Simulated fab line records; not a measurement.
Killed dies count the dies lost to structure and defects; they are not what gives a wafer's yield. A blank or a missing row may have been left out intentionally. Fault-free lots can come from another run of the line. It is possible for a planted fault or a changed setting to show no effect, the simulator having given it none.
What tool caused it?    flow nand_harc    42 wafers from 14 lots sampled at 5 of the route's 1159 steps

== WHAT THE GAUGES READ, wafer by wafer ==
NHARC_A_SLIT_CD_MEAS_21. Usual: cd_nm reads 289.4 nm (standard deviation 0.76).
lot   measured      on         cd_nm (nm)         flag
L318  day 14 10:32  cd_sem-03  290.4 290.4 290.4  
L319  day 15 04:58  cd_sem-01  290.4 290.3 290.3  
L321  day 15 05:10  cd_sem-01  289.4 289.9 290.1  
L323  day 15 11:46  cd_sem-03  289.1 289.4 289.0  
L322  day 15 16:01  cd_sem-02  289.6 289.6 289.3  
L324  day 15 16:14  cd_sem-03  289.5 289.7 289.5  
L325  day 16 01:21  cd_sem-03  289.6 288.8 288.2  
L331  day 17 21:49  cd_sem-01  288.8 290.0 289.1  
L333  day 18 02:16  cd_sem-02  290.5 290.1 290.4  
L336  day 18 17:18  cd_sem-01  288.0 288.9 288.1  
L335  day 18 17:44  cd_sem-02  289.3 290.5 289.6  
L341  day 19 15:25  cd_sem-03  290.4 290.1 289.7  
L338  day 19 18:58  cd_sem-03  290.5 290.2 289.6  
L339  day 19 20:39  cd_sem-03  289.9 289.0 288.8  

NHARC_A_SIN_REMOVE_INSPECT_04. Usual: raw_defect_count reads 303 (standard deviation 88).
lot   measured      on                 raw_defect_count  flag
L318  day 14 18:17  defect_inspect-02  330 331 260       
L319  day 15 12:38  defect_inspect-02  211 334 273       
L321  day 15 12:38  defect_inspect-01  302 270 281       
L323  day 15 19:08  defect_inspect-01  210 223 257       
L322  day 15 23:43  defect_inspect-01  230 252 335       
L324  day 15 23:43  defect_inspect-02  212 263 292       
L325  day 16 09:01  defect_inspect-02  377 321 269       
L331  day 18 05:32  defect_inspect-01  293 359 267       
L333  day 18 10:02  defect_inspect-01  237 263 316       
L336  day 19 01:02  defect_inspect-02  343 654 595       
L335  day 19 01:01  defect_inspect-02  244 321 270       
L341  day 19 23:07  defect_inspect-02  459 262 318       
L338  day 20 03:53  defect_inspect-01  282 352 370       
L339  day 20 03:54  defect_inspect-02  210 225 206       

NHARC_END_SORT_01. Usual: killed_at_array 26, standard deviation 9.9; killed_at_other 0.8, standard deviation 1; killed_at_periphery 2.8, standard deviation 2.2; killed_dies 29, standard deviation 9.9; killed_open 3.2, standard deviation 1.8; killed_short 2.1, standard deviation 1.4.
lot   measured      on         killed_at_array  killed_at_other  killed_at_periphery  killed_dies  killed_open  killed_short  flag
L318  day 19 08:55  prober-02  23 34 24         1 0 0            3 10 5               27 44 29     1 3 1        2 4 1         
L319  day 20 05:53  prober-02  33 32 31         0 0 0            3 3 6                36 35 37     7 5 4        4 2 2         
L325  day 21 00:56  prober-02  39 31 43         0 2 1            2 0 0                41 33 44     6 3 6        1 1 1         
L333  day 22 22:02  prober-02  26 34 25         1 0 1            7 7 2                34 41 28     2 6 3        2 0 2         
L336  day 23 12:40  prober-02  29 12 15         2 2 1            4 3 1                35 17 17     4 2 0        2 2 2         
L341  day 24 07:27  prober-02  20 26 20         3 2 1            8 3 5                31 31 26     3 3 0        0 1 2         
L339  day 24 16:04  prober-02  33 39 35         1 2 3            2 0 3                36 41 41     1 1 2        3 1 2         

== TOOL THAT RAN EACH LOT (tool first, then ch and the chambers of the sampled wafers, then the start) ==
lot   NHARC_A_WL_FILL_ETCHBACK_05        NHARC_A_WL_FILL_ETCHBACK_17
L318  rie_metal-03 ch 0,1, day 14 22:53  rie_metal-03 ch 0,1, day 15 09:07
L319  rie_metal-03 ch 0,1, day 15 20:19  rie_metal-02 ch 0,1, day 16 06:41
L321  rie_metal-01 ch 0,1, day 15 20:08  rie_metal-01 ch 0,1, day 16 06:39
L323  rie_metal-02 ch 0,1, day 16 08:53  rie_metal-01 ch 0,1, day 16 19:45
L322  rie_metal-01 ch 0,1, day 16 11:41  rie_metal-02 ch 0,1, day 16 19:41
L324  rie_metal-03 ch 0,1, day 16 11:44  rie_metal-02 ch 0,1, day 16 22:47
L325  rie_metal-01 ch 0,1, day 16 14:31  rie_metal-02 ch 1, day 17 01:35
L331  rie_metal-02 ch 0,1, day 18 13:25  rie_metal-03 ch 0,1, day 18 23:40
L333  rie_metal-01 ch 1, day 18 16:46    rie_metal-01 ch 1, day 19 03:03
L336  rie_metal-01 ch 1, day 19 11:29    rie_metal-03 ch 0,1, day 19 19:50
L335  rie_metal-03 ch 0,1, day 19 08:39  rie_metal-01 ch 1, day 19 19:46
L341  rie_metal-01 ch 0,1, day 20 03:38  rie_metal-01 ch 0,1, day 20 17:36
L338  rie_metal-01 ch 0,1, day 20 10:50  rie_metal-03 ch 0,1, day 20 21:01
L339  rie_metal-03 ch 1, day 20 11:47    rie_metal-01 ch 0,1, day 20 21:02
- NHARC_A_WL_FILL_ETCHBACK_05: etches the open film in Cl2/BCl3, target depth 22 nm, time 60 s.
- NHARC_A_WL_FILL_ETCHBACK_17: etches the open film in Cl2/BCl3, target depth 4 nm, time 26.7 s.

== WHAT THE TOOLS THEMSELVES READ (means of the sampled wafers that have a number; where no wafer has one, the mark that the record gives instead) ==
NHARC_A_WL_FILL_ETCHBACK_05. Usual: drypump_motor_current_A 6.1 A, standard deviation 0.31; oes_product_au 0.997 a.u., standard deviation 0.0076.
lot   tool          drypump_motor_current_A (A)  oes_product_au (a.u.)  flag
L318  rie_metal-03  6.1                          0.997                  
L319  rie_metal-03  6.0                          1.002                  
L321  rie_metal-01  5.9                          0.985                  
L323  rie_metal-02  6.6                          1.001                  
L322  rie_metal-01  5.8                          0.995                  
L324  rie_metal-03  6.1                          0.989                  
L325  rie_metal-01  5.8                          0.998                  
L331  rie_metal-02  6.5                          0.998                  
L333  rie_metal-01  6.0                          0.998                  
L336  rie_metal-01  6.0                          0.998                  
L335  rie_metal-03  6.0                          0.997                  
L341  rie_metal-01  5.9                          0.997                  
L338  rie_metal-01  5.9                          0.997                  
L339  rie_metal-03  6.1                          0.987                  

NHARC_A_WL_FILL_ETCHBACK_17. Usual: drypump_motor_current_A 6.1 A, standard deviation 0.3; oes_product_au 0.998 a.u., standard deviation 0.0073.
lot   tool          drypump_motor_current_A (A)  oes_product_au (a.u.)  flag
L318  rie_metal-03  6.1                          0.994                  
L319  rie_metal-02  6.5                          1.003                  
L321  rie_metal-01  5.9                          0.995                  
L323  rie_metal-01  5.9                          1.000                  
L322  rie_metal-02  6.5                          0.999                  
L324  rie_metal-02  6.6                          0.887                  OFF
L325  rie_metal-02  6.4                          0.937                  OFF
L331  rie_metal-03  6.0                          0.992                  
L333  rie_metal-01  6.0                          1.011                  
L336  rie_metal-03  6.1                          0.990                  
L335  rie_metal-01  6.0                          0.996                  
L341  rie_metal-01  5.9                          1.003                  
L338  rie_metal-03  6.0                          0.993                  
L339  rie_metal-01  5.9                          0.999                  

== THE ANSWER, worked out from the rows above alone ==
Rule: a lot is off if the mean of its wafers that have a number lies more than 3 standard deviations from the usual mean. A lot without any number at a reading at which 4 lots or more have one is off too. Any other lot the step has rows for is counted as sound. First the gauges in route order, then the tools' own readings, where a lot's mean is used as printed above. At the first step where some lot is off, the reading lying furthest off is the one used; lots without a number count as furthest.
Off at NHARC_A_WL_FILL_ETCHBACK_17 (oes_product_au): L324, L325.
A tool fits if, at that step or a process step before it, it ran every lot that is off, and no sound lot after the first of them. One fits: rie_metal-02 at NHARC_A_WL_FILL_ETCHBACK_17. Its last sound lot is L322 (day 16 19:41), its first lot that is off L324 (day 16 22:47): a fault that began between those two fits.
On the lots that are off, the tool's own readings at NHARC_A_WL_FILL_ETCHBACK_17 differ by more than 5 times the standard deviation of the sound lots' means, which bears it out; oes_product_au reads 0.912 a.u. there versus 0.998 a.u. on the sound lots.

== WHAT THE SIMULATOR HAD PUT IN ==
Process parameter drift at NHARC_A_WL_FILL_ETCHBACK_17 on rie_metal-02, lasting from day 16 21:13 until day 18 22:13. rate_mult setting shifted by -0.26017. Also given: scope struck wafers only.
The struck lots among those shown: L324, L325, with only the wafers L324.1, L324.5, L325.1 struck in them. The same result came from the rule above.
